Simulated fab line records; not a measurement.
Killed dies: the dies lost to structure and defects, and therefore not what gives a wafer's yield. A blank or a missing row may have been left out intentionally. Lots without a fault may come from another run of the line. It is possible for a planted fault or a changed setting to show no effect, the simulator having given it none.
The tool behind it: which one? | flow n5Finfet | 20 lots, 60 wafers sampled, at 6 steps of a route of 1938

## WHAT EACH GAUGE READ, for each wafer
N5_STI_FIN_REVEAL_CD_MEAS_22: target cd 6.238 nm, pitch 28 nm. Usual: cdNm reads 6.19 nm (standard deviation 0.28).
lot  | measured    | on       | cdNm (nm)      | flag
L074 | day 2 12:50 | cdSem-03 | 6.24 6.15 6.16 | 
L075 | day 2 18:59 | cdSem-01 | 6.23 5.86 6.45 | 
L077 | day 3 07:56 | cdSem-01 | 6.22 6.52 6.07 | 
L078 | day 3 12:38 | cdSem-03 | 6.05 6.11 6.61 | 
L079 | day 3 19:44 | cdSem-02 | 5.46 6.36 5.80 | 
L080 | day 4 01:01 | cdSem-03 | 6.47 6.28 6.74 | 
L081 | day 4 07:13 | cdSem-03 | 5.85 6.31 6.22 | 
L082 | day 4 12:55 | cdSem-02 | 6.09 6.52 6.03 | 
L083 | day 4 21:15 | cdSem-03 | 6.35 6.24 5.82 | 
L084 | day 5 02:50 | cdSem-03 | 6.16 5.80 6.25 | 
L085 | day 5 09:26 | cdSem-02 | 6.31 6.13 6.30 | 
L086 | day 5 14:07 | cdSem-02 | 5.86 6.16 6.02 | 
L087 | day 5 19:01 | cdSem-01 | 5.85 6.31 6.06 | 
L088 | day 6 01:52 | cdSem-03 | 6.28 6.22 6.75 | 
L091 | day 6 19:16 | cdSem-01 | 6.42 5.84 6.11 | 
L093 | day 7 09:41 | cdSem-01 | 6.99 6.28 6.23 | 
L094 | day 7 13:28 | cdSem-01 | 5.88 6.05 5.83 | 
L095 | day 7 19:45 | cdSem-02 | 5.95 6.10 5.96 | 
L096 | day 8 02:38 | cdSem-02 | 6.08 5.87 6.53 | 
L097 | day 8 08:47 | cdSem-01 | 6.14 6.11 5.48 | 

N5_SD_EPI_N_EPI_MEAS_23. Usual: thkNm reads 59.2 nm (standard deviation 1.1).
lot  | measured    | on           | thkNm (nm)     | flag
L074 | day 3 03:33 | filmMetro-01 | 60.1 59.9 58.3 | 
L075 | day 3 11:41 | filmMetro-02 | 59.8 60.0 59.2 | 
L077 | day 4 07:49 | filmMetro-01 | 60.0 59.0 58.4 | 
L078 | day 4 11:23 | filmMetro-02 | 58.0 60.3 62.3 | 
L079 | day 4 16:03 | filmMetro-01 | 58.5 59.9 57.7 | 
L080 | day 4 18:47 | filmMetro-01 | 59.5 58.6 57.5 | 
L081 | day 5 02:57 | filmMetro-01 | 57.0 59.5 57.2 | 
L082 | day 5 05:06 | filmMetro-01 | 57.3 58.6 59.3 | 
L083 | day 5 13:23 | filmMetro-02 | 61.6 61.2 60.0 | 
L084 | day 5 18:17 | filmMetro-02 | 58.5 58.9 57.9 | 
L085 | day 6 00:44 | filmMetro-01 | 59.6 61.5 61.0 | 
L086 | day 6 07:16 | filmMetro-02 | 59.1 60.4 58.4 | 
L087 | day 6 11:42 | filmMetro-01 | 59.0 58.4 59.0 | 
L088 | day 6 17:05 | filmMetro-02 | 59.8 58.1 58.5 | 
L091 | day 7 12:10 | filmMetro-01 | 58.3 56.8 60.5 | 
L093 | day 8 01:38 | filmMetro-02 | 60.6 58.3 58.5 | 
L094 | day 8 05:27 | filmMetro-02 | 61.1 60.7 62.0 | 
L095 | day 8 10:45 | filmMetro-01 | 60.2 59.1 58.8 | 
L096 | day 8 20:04 | filmMetro-01 | 58.6 58.8 59.3 | 
L097 | day 9 01:48 | filmMetro-01 | 59.7 57.8 59.1 | 

## TOOL THAT RAN EACH LOT (tool first, then ch and the chambers of the sampled wafers, then the start)
lot  | N5_FIN_CUT_STRIP_24              | N5_DUMMY_GATE_ETCH_29            | N5_DUMMY_GATE_ETCH_36            | N5_DUMMY_GATE_ETCH_23
L074 | rieDiel-06 ch 0,2,3, day 2 02:55 | rieDiel-06 ch 1,2,3, day 2 21:52 | rieDiel-06 ch 1,2,3, day 2 21:55 | rieSi-05 ch 1,2, day 2 22:31
L075 | rieDiel-06 ch 0,3, day 2 09:34   | rieDiel-06 ch 1,2,3, day 3 05:46 | rieDiel-06 ch 1,2,3, day 3 05:48 | rieSi-02 ch 0,1,3, day 3 06:24
L077 | rieDiel-05 ch 1,3, day 2 22:08   | rieDiel-06 ch 0,2,3, day 4 01:30 | rieDiel-06 ch 0,2,3, day 4 01:32 | rieSi-06 ch 0,2,3, day 4 02:11
L078 | rieDiel-06 ch 0,1, day 3 03:25   | rieDiel-05 ch 1,2,3, day 4 05:25 | rieDiel-05 ch 1,2,3, day 4 05:27 | rieSi-06 ch 1,2, day 4 06:02
L079 | rieDiel-05 ch 1,2,3, day 3 10:32 | rieDiel-06 ch 0,1,2, day 4 09:19 | rieDiel-06 ch 0,1,2, day 4 09:21 | rieSi-05 ch 0,1,3, day 4 10:01
L080 | rieDiel-06 ch 0,1,3, day 3 15:34 | rieDiel-05 ch 0,1,3, day 4 12:08 | rieDiel-05 ch 0,1,3, day 4 12:11 | rieSi-06 ch 0,2,3, day 4 12:46
L081 | rieDiel-05 ch 0,1,3, day 3 22:05 | rieDiel-01 ch 1,2,3, day 4 17:13 | rieDiel-01 ch 1,2,3, day 4 17:16 | rieSi-05 ch 1,2,3, day 4 17:56
L082 | rieDiel-05 ch 0,2,3, day 4 03:44 | rieDiel-06 ch 0,2, day 4 21:50   | rieDiel-06 ch 0,2, day 4 21:52   | rieSi-02 ch 0,2,3, day 4 22:29
L083 | rieDiel-01 ch 1,2,3, day 4 10:22 | rieDiel-05 ch 0,1, day 5 06:31   | rieDiel-05 ch 0,1, day 5 06:34   | rieSi-05 ch 1,2,3, day 5 07:09
L084 | rieDiel-05 ch 0,1,3, day 4 16:50 | rieDiel-06 ch 1,3, day 5 11:39   | rieDiel-06 ch 1,3, day 5 11:41   | rieSi-06 ch 0,1,3, day 5 12:22
L085 | rieDiel-06 ch 0,1,3, day 4 23:37 | rieDiel-06 ch 0,3, day 5 18:25   | rieDiel-06 ch 0,3, day 5 18:28   | rieSi-05 ch 2,3, day 5 19:04
L086 | rieDiel-05 ch 1,2,3, day 5 04:47 | rieDiel-06 ch 1,2,3, day 6 00:52 | rieDiel-06 ch 1,2,3, day 6 00:54 | rieSi-02 ch 1,3, day 6 01:30
L087 | rieDiel-01 ch 2,3, day 5 09:41   | rieDiel-01 ch 0,1, day 6 05:16   | rieDiel-01 ch 0,1, day 6 05:18   | rieSi-05 ch 2,3, day 6 06:01
L088 | rieDiel-01 ch 0,1,3, day 5 16:05 | rieDiel-06 ch 0,2,3, day 6 10:47 | rieDiel-06 ch 0,2,3, day 6 10:49 | rieSi-02 ch 0,2,3, day 6 11:25
L091 | rieDiel-05 ch 0,2,3, day 6 09:59 | rieDiel-05 ch 0,1, day 7 04:58   | rieDiel-05 ch 0,1, day 7 05:00   | rieSi-02 ch 1,2,3, day 7 05:52
L093 | rieDiel-06 ch 0,1, day 6 23:23   | rieDiel-01 ch 0,2, day 7 20:05   | rieDiel-01 ch 0,2, day 7 20:08   | rieSi-02 ch 0,1,2, day 7 20:49
L094 | rieDiel-06 ch 2,3, day 7 04:02   | rieDiel-01 ch 0,1,2, day 7 23:05 | rieDiel-01 ch 0,1,2, day 7 23:08 | rieSi-06 ch 0,2,3, day 7 23:44
L095 | rieDiel-06 ch 1,2,3, day 7 09:37 | rieDiel-01 ch 0,1,2, day 8 04:34 | rieDiel-01 ch 0,1,2, day 8 04:36 | rieSi-05 ch 0,1, day 8 05:12
L096 | rieDiel-06 ch 0,1,2, day 7 16:30 | rieDiel-05 ch 0,1,3, day 8 13:22 | rieDiel-05 ch 0,1,3, day 8 13:25 | rieSi-06 ch 0,1, day 8 14:17
L097 | rieDiel-05 ch 0,1,2, day 7 22:55 | rieDiel-01 ch 0,3, day 8 19:44   | rieDiel-01 ch 0,3, day 8 19:46   | rieSi-02 ch 1,2,3, day 8 20:24
- N5_FIN_CUT_STRIP_24: strips in CF4.
- N5_DUMMY_GATE_ETCH_29: etches underlayer in N2/H2, target depth 13 nm.
- N5_DUMMY_GATE_ETCH_36: etches SiARC in CF4, target depth 13 nm.
- N5_DUMMY_GATE_ETCH_23: etches poly-Si in HBr/Cl2/O2, target depth 41 nm, time 22.3 s.

## WHAT THE TOOLS THEMSELVES READ (means of the sampled wafers that have a number; where no wafer has one, the mark that the record gives instead)
N5_FIN_CUT_STRIP_24. Usual: biasPowerW 75.01 W, standard deviation 0.23; drypumpMotorCurrentA 5.75 A, standard deviation 0.29; oesProductAu 0.77 a.u., standard deviation 0.063; powerW 300.1 W, standard deviation 0.94; rfFwdPowerW 292.7 W, standard deviation 0.87; rfVppV 271.3 V, standard deviation 1.6; showerheadPlenumPTorr 1.80 Torr, standard deviation 0.063; throttleValvePct 13.59 %, standard deviation 0.23.
lot  | tool       | biasPowerW (W) | drypumpMotorCurrentA (A) | oesProductAu (a.u.) | powerW (W) | rfFwdPowerW (W) | rfVppV (V) | showerheadPlenumPTorr (Torr) | throttleValvePct (%) | flag
L074 | rieDiel-06 | 75.01          | 5.77                     | 0.83                | 300.3      | 292.8           | 271.7      | 1.85                         | 13.53                | 
L075 | rieDiel-06 | 75.11          | 5.73                     | 0.83                | 299.4      | 293.8           | 273.6      | 1.89                         | 13.52                | 
L077 | rieDiel-05 | 74.93          | 5.57                     | 0.83                | 300.1      | 292.6           | 269.4      | 1.76                         | 13.38                | 
L078 | rieDiel-06 | 74.95          | 6.13                     | 0.76                | 300.0      | 292.7           | 270.3      | 1.78                         | 13.47                | 
L079 | rieDiel-05 | 75.08          | 5.52                     | 0.78                | 299.9      | 292.0           | 270.2      | 1.76                         | 13.66                | 
L080 | rieDiel-06 | 74.89          | 5.85                     | 0.81                | 299.7      | 292.3           | 272.1      | 1.84                         | 13.51                | 
L081 | rieDiel-05 | 75.09          | 5.56                     | 0.79                | 299.9      | 293.0           | 271.4      | 1.76                         | 13.56                | 
L082 | rieDiel-05 | 75.10          | 5.72                     | 0.77                | 300.0      | 293.0           | 271.0      | 1.78                         | 13.61                | 
L083 | rieDiel-01 | 75.11          | 5.86                     | 0.76                | 300.8      | 292.8           | 271.4      | 1.83                         | 13.56                | 
L084 | rieDiel-05 | 74.92          | 5.58                     | 0.78                | 301.2      | 292.4           | 269.8      | 1.76                         | 13.56                | 
L085 | rieDiel-06 | 75.07          | 5.85                     | 0.79                | 300.1      | 292.6           | 270.9      | 1.84                         | 13.52                | 
L086 | rieDiel-05 | 75.12          | 5.52                     | 0.77                | 299.8      | 293.4           | 270.1      | 1.76                         | 13.69                | 
L087 | rieDiel-01 | 75.00          | 5.72                     | 0.71                | 300.1      | 292.4           | 272.1      | 1.84                         | 13.69                | 
L088 | rieDiel-01 | 75.06          | 5.86                     | 0.80                | 300.0      | 291.8           | 271.9      | 1.80                         | 13.38                | 
L091 | rieDiel-05 | 75.27          | 5.73                     | 0.77                | 299.1      | 291.9           | 271.4      | 1.77                         | 13.64                | 
L093 | rieDiel-06 | 74.84          | 6.01                     | 0.75                | 299.9      | 292.3           | 271.8      | 1.82                         | 13.56                | 
L094 | rieDiel-06 | 75.07          | 5.62                     | 0.82                | 300.4      | 292.8           | 272.0      | 1.85                         | 13.60                | 
L095 | rieDiel-06 | 75.15          | 5.89                     | 0.77                | 300.7      | 292.9           | 271.4      | 1.79                         | 13.57                | 
L096 | rieDiel-06 | 75.17          | 6.05                     | 0.74                | 299.8      | 292.3           | 270.1      | 1.77                         | 13.57                | 
L097 | rieDiel-05 | 75.02          | 5.56                     | 0.72                | 300.9      | 293.2           | 269.9      | 1.76                         | 13.89                | 

N5_DUMMY_GATE_ETCH_29. Usual: drypumpMotorCurrentA 5.81 A, standard deviation 0.29; oesProductAu 0.79 a.u., standard deviation 0.066; rfFwdPowerW 832 W, standard deviation 3.4; rfVppV 524.0 V, standard deviation 2.9; showerheadPlenumPTorr 2.55 Torr, standard deviation 0.095; throttleValvePct 17.85 %, standard deviation 0.26.
lot  | tool       | drypumpMotorCurrentA (A) | oesProductAu (a.u.) | rfFwdPowerW (W) | rfVppV (V) | showerheadPlenumPTorr (Torr) | throttleValvePct (%) | flag
L074 | rieDiel-06 | 5.89                     | 0.82                | 835             | 523.3      | 2.55                         | 17.87                | 
L075 | rieDiel-06 | 5.91                     | 0.82                | 834             | 522.8      | 2.55                         | 17.88                | 
L077 | rieDiel-06 | 5.78                     | 0.80                | 834             | 526.0      | 2.61                         | 17.97                | 
L078 | rieDiel-05 | 5.53                     | 0.78                | 829             | 521.9      | 2.47                         | 17.87                | 
L079 | rieDiel-06 | 6.06                     | 0.77                | 832             | 522.9      | 2.52                         | 17.92                | 
L080 | rieDiel-05 | 5.60                     | 0.79                | 831             | 521.9      | 2.48                         | 17.75                | 
L081 | rieDiel-01 | 5.88                     | 0.77                | 831             | 526.8      | 2.61                         | 17.90                | 
L082 | rieDiel-06 | 5.94                     | 0.77                | 830             | 525.3      | 2.59                         | 18.03                | 
L083 | rieDiel-05 | 5.60                     | 0.74                | 830             | 522.7      | 2.49                         | 17.86                | 
L084 | rieDiel-06 | 5.71                     | 0.82                | 834             | 526.1      | 2.61                         | 17.78                | 
L085 | rieDiel-06 | 5.75                     | 0.79                | 834             | 527.7      | 2.67                         | 17.92                | 
L086 | rieDiel-06 | 5.90                     | 0.78                | 832             | 523.0      | 2.54                         | 17.91                | 
L087 | rieDiel-01 | 5.80                     | 0.85                | 834             | 523.8      | 2.52                         | 17.56                | 
L088 | rieDiel-06 | 5.78                     | 0.79                | 834             | 525.1      | 2.61                         | 18.00                | 
L091 | rieDiel-05 | 5.59                     | 0.74                | 828             | 523.1      | 2.48                         | 17.88                | 
L093 | rieDiel-01 | 5.67                     | 0.80                | 832             | 524.1      | 2.53                         | 17.65                | 
L094 | rieDiel-01 | 5.81                     | 0.80                | 832             | 524.5      | 2.57                         | 17.86                | 
L095 | rieDiel-01 | 5.82                     | 0.80                | 834             | 523.8      | 2.57                         | 17.86                | 
L096 | rieDiel-05 | 5.57                     | 0.76                | 831             | 522.1      | 2.46                         | 17.78                | 
L097 | rieDiel-01 | 5.80                     | 0.94                | 830             | 524.4      | 2.54                         | 17.31                | 

N5_DUMMY_GATE_ETCH_36. Usual: value, then standard deviation, for each; drypumpMotorCurrentA 5.80 A / 0.29; mfcArSccm 100.01 sccm / 0.29; oesProductAu 0.79 a.u. / 0.065; rfFwdPowerW 539.5 W / 2.1; rfVppV 184.0 V / 1.4; showerheadPlenumPTorr 2.15 Torr / 0.081; throttleValvePct 15.56 % / 0.22.
lot  | tool       | drypumpMotorCurrentA (A) | mfcArSccm (sccm) | oesProductAu (a.u.) | rfFwdPowerW (W) | rfVppV (V) | showerheadPlenumPTorr (Torr) | throttleValvePct (%) | flag
L074 | rieDiel-06 | 5.89                     | 100.15           | 0.81                | 540.1           | 183.8      | 2.14                         | 15.53                | 
L075 | rieDiel-06 | 5.89                     | 100.14           | 0.81                | 541.9           | 183.1      | 2.14                         | 15.53                | 
L077 | rieDiel-06 | 5.77                     | 99.92            | 0.80                | 540.5           | 185.2      | 2.20                         | 15.60                | 
L078 | rieDiel-05 | 5.53                     | 100.07           | 0.79                | 540.1           | 183.7      | 2.09                         | 15.68                | 
L079 | rieDiel-06 | 6.05                     | 99.57            | 0.77                | 539.1           | 183.1      | 2.12                         | 15.55                | 
L080 | rieDiel-05 | 5.58                     | 99.91            | 0.80                | 538.5           | 184.1      | 2.10                         | 15.58                | 
L081 | rieDiel-01 | 5.86                     | 100.02           | 0.77                | 539.6           | 185.6      | 2.19                         | 15.63                | 
L082 | rieDiel-06 | 5.92                     | 99.98            | 0.77                | 537.8           | 183.7      | 2.19                         | 15.62                | 
L083 | rieDiel-05 | 5.59                     | 100.22           | 0.74                | 540.4           | 183.9      | 2.11                         | 15.74                | 
L084 | rieDiel-06 | 5.69                     | 99.90            | 0.83                | 540.3           | 184.7      | 2.20                         | 15.58                | 
L085 | rieDiel-06 | 5.71                     | 100.39           | 0.79                | 539.2           | 185.6      | 2.25                         | 15.64                | 
L086 | rieDiel-06 | 5.91                     | 99.79            | 0.79                | 539.9           | 183.3      | 2.13                         | 15.57                | 
L087 | rieDiel-01 | 5.83                     | 99.99            | 0.85                | 538.5           | 182.9      | 2.12                         | 15.24                | 
L088 | rieDiel-06 | 5.78                     | 99.65            | 0.79                | 539.8           | 185.1      | 2.19                         | 15.64                | 
L091 | rieDiel-05 | 5.58                     | 100.10           | 0.74                | 536.8           | 183.8      | 2.10                         | 15.78                | 
L093 | rieDiel-01 | 5.66                     | 100.08           | 0.80                | 541.0           | 185.0      | 2.12                         | 15.35                | 
L094 | rieDiel-01 | 5.81                     | 100.09           | 0.80                | 538.8           | 184.5      | 2.15                         | 15.48                | 
L095 | rieDiel-01 | 5.81                     | 100.26           | 0.80                | 539.9           | 183.8      | 2.15                         | 15.48                | 
L096 | rieDiel-05 | 5.55                     | 100.01           | 0.77                | 539.7           | 182.8      | 2.09                         | 15.63                | 
L097 | rieDiel-01 | 5.79                     | 100.00           | 0.93                | 538.3           | 183.8      | 2.16                         | 15.22                | 

N5_DUMMY_GATE_ETCH_23. Usual: O2_flow_sccm 12.00 sccm, standard deviation 0.034; drypumpMotorCurrentA 5.6 A, standard deviation 0.38; oes_o_777_au 1.00 a.u., standard deviation 0.056; oesProductAu 1.001 a.u., standard deviation 0.02; rfFwdPowerW 794 W, standard deviation 3.3; throttleValvePct 37.3 %, standard deviation 0.54.
lot  | tool     | O2_flow_sccm (sccm) | drypumpMotorCurrentA (A) | oes_o_777_au (a.u.) | oesProductAu (a.u.) | rfFwdPowerW (W) | throttleValvePct (%) | flag
L074 | rieSi-05 | 12.02               | 5.5                      | 0.99                | 1.011               | 790             | 37.0                 | 
L075 | rieSi-02 | 12.02               | 5.9                      | 1.05                | 1.009               | 793             | 37.4                 | 
L077 | rieSi-06 | 11.99               | 5.4                      | 0.98                | 1.001               | 794             | 37.0                 | 
L078 | rieSi-06 | 12.00               | 5.4                      | 0.94                | 0.968               | 796             | 37.2                 | 
L079 | rieSi-05 | 11.98               | 5.5                      | 0.96                | 0.987               | 795             | 37.4                 | 
L080 | rieSi-06 | 12.01               | 5.4                      | 0.98                | 0.998               | 796             | 37.0                 | 
L081 | rieSi-05 | 11.98               | 5.5                      | 0.97                | 1.006               | 796             | 37.2                 | 
L082 | rieSi-02 | 12.01               | 5.9                      | 1.00                | 1.014               | 795             | 37.8                 | 
L083 | rieSi-05 | 11.98               | 5.5                      | 0.97                | 0.997               | 793             | 37.2                 | 
L084 | rieSi-06 | 11.98               | 5.4                      | 1.00                | 0.995               | 792             | 36.9                 | 
L085 | rieSi-05 | 12.01               | 5.4                      | 0.98                | 0.995               | 795             | 37.0                 | 
L086 | rieSi-02 | 12.00               | 6.4                      | 1.05                | 1.007               | 795             | 37.6                 | 
L087 | rieSi-05 | 11.98               | 5.4                      | 0.98                | 0.996               | 792             | 37.0                 | 
L088 | rieSi-02 | 12.02               | 5.9                      | 1.00                | 1.004               | 795             | 37.8                 | 
L091 | rieSi-02 | 12.00               | 6.0                      | 1.05                | 1.014               | 794             | 37.8                 | 
L093 | rieSi-02 | 12.00               | 5.7                      | 1.04                | 1.014               | 790             | 37.7                 | 
L094 | rieSi-06 | 12.03               | 5.4                      | 0.99                | 0.988               | 794             | 36.9                 | 
L095 | rieSi-05 | 11.99               | 5.4                      | 0.98                | 0.976               | 795             | 37.4                 | 
L096 | rieSi-06 | 12.01               | 5.7                      | 0.99                | 0.994               | 797             | 36.6                 | 
L097 | rieSi-02 | 11.99               | 6.0                      | 1.05                | 1.021               | 795             | 37.8                 | 

## THE ANSWER, worked out from the rows above alone
Rule: take the mean of a lot's wafers that have a number; if it is more than 3 standard deviations from the usual mean, the lot is off. A lot without any number at a reading at which 4 lots or more have one is off too. All remaining lots with rows at the step are treated as sound. After the gauges, taken in route order, come the tools' own readings; for these a lot's mean is taken, as printed above. The first step at which some lot is off is used, and at that step the reading that is off furthest; a lot without a number counts as furthest.
No lot is off at any reading shown: from this, nothing can be told.

## WHAT THE SIMULATOR HAD PUT IN
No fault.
